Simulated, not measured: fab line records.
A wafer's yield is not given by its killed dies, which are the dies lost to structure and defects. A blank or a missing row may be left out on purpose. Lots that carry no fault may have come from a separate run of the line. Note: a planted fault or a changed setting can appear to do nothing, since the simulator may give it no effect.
Which tool was responsible?	flow nand harc	13 lots, 39 wafers sampled, at 5 steps of a route of 1302

WHAT THE GAUGES READ, wafer by wafer
NHARC_A_CONTACT_CD_MEAS_08 targets a cd of 200 nm. Usual: cd nm at 200.0 nm, with a standard deviation of 0.39.
lot	measured	on	cd nm (nm)	flag
L708	day 22 16:50	cd sem-01	199.7 199.7 199.8	
L707	day 22 19:44	cd sem-02	200.6 200.0 199.9	
L709	day 23 04:53	cd sem-02	200.4 200.0 200.3	
L711	day 24 01:10	cd sem-02	199.9 199.7 200.1	
L716	day 26 17:14	cd sem-01	200.2 199.4 200.0	
L717	day 26 22:08	cd sem-01	199.5 200.3 200.5	
L721	day 28 06:16	cd sem-02	200.5 200.6 200.5	
L722	day 28 08:14	cd sem-03	200.2 199.2 199.9	
L723	day 29 19:10	cd sem-02	199.2 199.7 199.8	
L724	day 30 00:10	cd sem-02	199.9 200.1 199.6	
L727	day 31 10:28	cd sem-03	199.9 200.1 199.8	
L729	day 32 07:31	cd sem-01	199.6 199.4 199.4	
L730	day 32 09:05	cd sem-01	200.2 200.7 200.2	

NHARC_END_SORT_01. Usual: killed at array 53, standard deviation 21; killed at other 1.0, standard deviation 1.3; killed at periphery 3.8, standard deviation 2.4; killed dies 58, standard deviation 21; killed open 3.4, standard deviation 1.9; killed short 2.4, standard deviation 1.5.
lot	measured	on	killed at array	killed at other	killed at periphery	killed dies	killed open	killed short	flag
L708	day 24 18:32	prober-01	55 37 34	1 1 3	6 2 3	62 40 40	4 1 4	0 2 4	
L707	day 25 08:26	prober-02	70 77 58	2 4 2	3 3 0	75 84 60	7 4 5	1 2 2	
L709	day 25 06:49	prober-01	77 64 72	0 1 0	3 8 5	80 73 77	3 5 3	2 4 2	
L711	day 26 03:16	prober-02	70 70 72	1 1 1	1 4 4	72 75 77	4 9 10	5 1 2	
L716	day 28 23:31	prober-01	670 671 672	4 1 2	3 5 3	677 677 677	4 5 5	1 2 7	OFF
L717	day 29 05:02	prober-02	674 676 672	1 1 2	2 0 3	677 677 677	2 3 1	3 4 3	OFF
L721	day 30 16:21	prober-02	68 74 61	0 0 0	0 4 4	68 78 65	2 4 3	2 3 2	
L722	day 31 00:04	prober-01	25 24 25	0 0 1	3 4 3	28 28 29	1 3 4	2 3 3	
L723	day 31 23:30	prober-02	73 106 72	1 0 0	4 4 4	78 110 76	3 4 4	5 2 0	
L724	day 31 23:31	prober-01	26 34 58	3 1 3	3 3 3	32 38 64	2 2 2	3 3 3	
L727	day 33 15:41	prober-01	52 73 62	1 2 3	16 11 6	69 86 71	4 3 3	2 5 2	
L729	day 34 13:46	prober-02	29 33 28	0 1 2	2 3 4	31 37 34	2 4 3	1 3 2	
L730	day 34 13:02	prober-01	54 64 59	0 0 1	4 7 2	58 71 62	6 7 2	3 2 2	

WHAT TOOL EACH LOT RAN ON (gives the tool, then ch and the chambers of the sampled wafers, and finally the start)
lot	NHARC_A_CONTACT_ETCH_135	NHARC_A_CONTACT_ETCH_136	NHARC_A_CONTACT_ETCH_139
L708	har cap etch-01 ch 0,1, day 22 18:20	har cap etch-01 ch 0,1, day 22 18:37	har cap etch-01 ch 0,1, day 22 19:26
L707	har cap etch-02 ch 0,1, day 22 21:20	har cap etch-02 ch 0,1, day 22 21:36	har cap etch-02 ch 0,1, day 22 22:25
L709	har cap etch-01 ch 0,1, day 23 07:05	har cap etch-01 ch 0,1, day 23 07:21	har cap etch-01 ch 0,1, day 23 08:10
L711	har cap etch-01 ch 0,1, day 24 02:41	har cap etch-01 ch 0,1, day 24 02:57	har cap etch-01 ch 0,1, day 24 03:46
L716	har cap etch-02 ch 0,1, day 26 18:45	har cap etch-02 ch 0,1, day 26 19:02	har cap etch-02 ch 0,1, day 26 19:51
L717	har cap etch-01 ch 0,1, day 26 23:42	har cap etch-01 ch 0,1, day 26 23:59	har cap etch-01 ch 0,1, day 27 00:47
L721	har cap etch-03 ch 0,1, day 28 07:49	har cap etch-03 ch 0,1, day 28 08:06	har cap etch-03 ch 0,1, day 28 08:55
L722	har cap etch-01 ch 0,1, day 28 09:45	har cap etch-01 ch 0,1, day 28 10:01	har cap etch-01 ch 0,1, day 28 10:50
L723	har cap etch-03 ch 0,1, day 29 20:41	har cap etch-03 ch 0,1, day 29 20:58	har cap etch-03 ch 0,1, day 29 21:46
L724	har cap etch-01 ch 0,1, day 30 01:40	har cap etch-01 ch 0,1, day 30 01:56	har cap etch-01 ch 0,1, day 30 02:46
L727	har cap etch-02 ch 0,1, day 31 11:58	har cap etch-02 ch 0,1, day 31 12:14	har cap etch-02 ch 0,1, day 31 13:04
L729	har cap etch-02 ch 0,1, day 32 09:05	har cap etch-02 ch 0,1, day 32 09:22	har cap etch-02 ch 0,1, day 32 10:10
L730	har cap etch-03 ch 0,1, day 32 10:37	har cap etch-03 ch 0,1, day 32 10:53	har cap etch-03 ch 0,1, day 32 11:42
- NHARC_A_CONTACT_ETCH_135: etches the open film in C4F8/O2/Ar, time 311 s, target depth 1912 nm.
- NHARC_A_CONTACT_ETCH_136: etches the open film in C4F8/O2/Ar, time 311 s, target depth 1912 nm.
- NHARC_A_CONTACT_ETCH_139: etches the open film in C4F8/O2/Ar, time 195 s, target depth 840 nm.

AS READ BY THE TOOLS THEMSELVES (means over the sampled wafers that have a number; for cases with no such wafer, the mark the record gives instead)
NHARC_A_CONTACT_ETCH_135. Usual: chamber pressure mTorr 20.002 mTorr, standard deviation 0.018; oes air line au 1.003 a.u., standard deviation 0.021.
lot	tool	chamber pressure mTorr (mTorr)	oes air line au (a.u.)	flag
L708	har cap etch-01	19.996	0.991	
L707	har cap etch-02	20.004	1.025	
L709	har cap etch-01	20.008	1.011	
L711	har cap etch-01	19.996	1.008	
L716	har cap etch-02	-	-	OFF
L717	har cap etch-01	-	-	OFF
L721	har cap etch-03	20.006	0.995	
L722	har cap etch-01	20.004	1.010	
L723	har cap etch-03	19.998	0.994	
L724	har cap etch-01	19.995	0.999	
L727	har cap etch-02	19.983	1.003	
L729	har cap etch-02	19.996	1.012	
L730	har cap etch-03	19.997	0.997	

NHARC_A_CONTACT_ETCH_136. Usual: chamber pressure mTorr 20.000 mTorr, standard deviation 0.02; oes air line au 1.001 a.u., standard deviation 0.02.
lot	tool	chamber pressure mTorr (mTorr)	oes air line au (a.u.)	flag
L708	har cap etch-01	19.996	0.986	
L707	har cap etch-02	19.987	0.988	
L709	har cap etch-01	19.997	1.018	
L711	har cap etch-01	19.995	0.973	
L716	har cap etch-02	19.986	1.002	
L717	har cap etch-01	20.016	1.014	
L721	har cap etch-03	19.985	1.001	
L722	har cap etch-01	19.985	0.989	
L723	har cap etch-03	19.996	1.019	
L724	har cap etch-01	19.999	0.976	
L727	har cap etch-02	20.009	1.010	
L729	har cap etch-02	20.016	0.989	
L730	har cap etch-03	20.009	1.016	

NHARC_A_CONTACT_ETCH_139. Usual: chamber pressure mTorr 20.000 mTorr, standard deviation 0.018; oes air line au 1.003 a.u., standard deviation 0.018.
lot	tool	chamber pressure mTorr (mTorr)	oes air line au (a.u.)	flag
L708	har cap etch-01	19.996	1.010	
L707	har cap etch-02	19.999	1.009	
L709	har cap etch-01	20.000	1.017	
L711	har cap etch-01	19.995	0.992	
L716	har cap etch-02	19.986	1.005	
L717	har cap etch-01	19.988	0.983	
L721	har cap etch-03	19.991	1.012	
L722	har cap etch-01	20.003	1.009	
L723	har cap etch-03	19.989	0.981	
L724	har cap etch-01	19.999	1.011	
L727	har cap etch-02	19.985	1.004	
L729	har cap etch-02	19.999	1.006	
L730	har cap etch-03	20.015	0.987	

THE ANSWER, worked out from the rows above alone
Rule: lot off if the mean of its wafers having a number is beyond 3 standard deviations from the usual mean. Also off: a lot with no number at a reading for which 4 or more lots have one. All remaining lots with rows at the step are treated as sound. The gauges are gone through in route order, then the tools' own readings, and for those a lot's mean is taken as printed above. At the first step where some lot is off, the reading lying furthest off is the one used; lots without a number count as furthest.
Off: L716, L717, at NHARC_END_SORT_01 (killed at array).
If a tool, at a process step before that reading, ran all the lots that are off and no sound lot after the first of them, it fits. The gauges at NHARC_END_SORT_01 aren't tried: what is off there is off at NHARC_A_CONTACT_ETCH_135 too, on other tools, and a gauge's error can't cause that. Of those tried, none fits.

WHAT THE SIMULATOR HAD PUT IN
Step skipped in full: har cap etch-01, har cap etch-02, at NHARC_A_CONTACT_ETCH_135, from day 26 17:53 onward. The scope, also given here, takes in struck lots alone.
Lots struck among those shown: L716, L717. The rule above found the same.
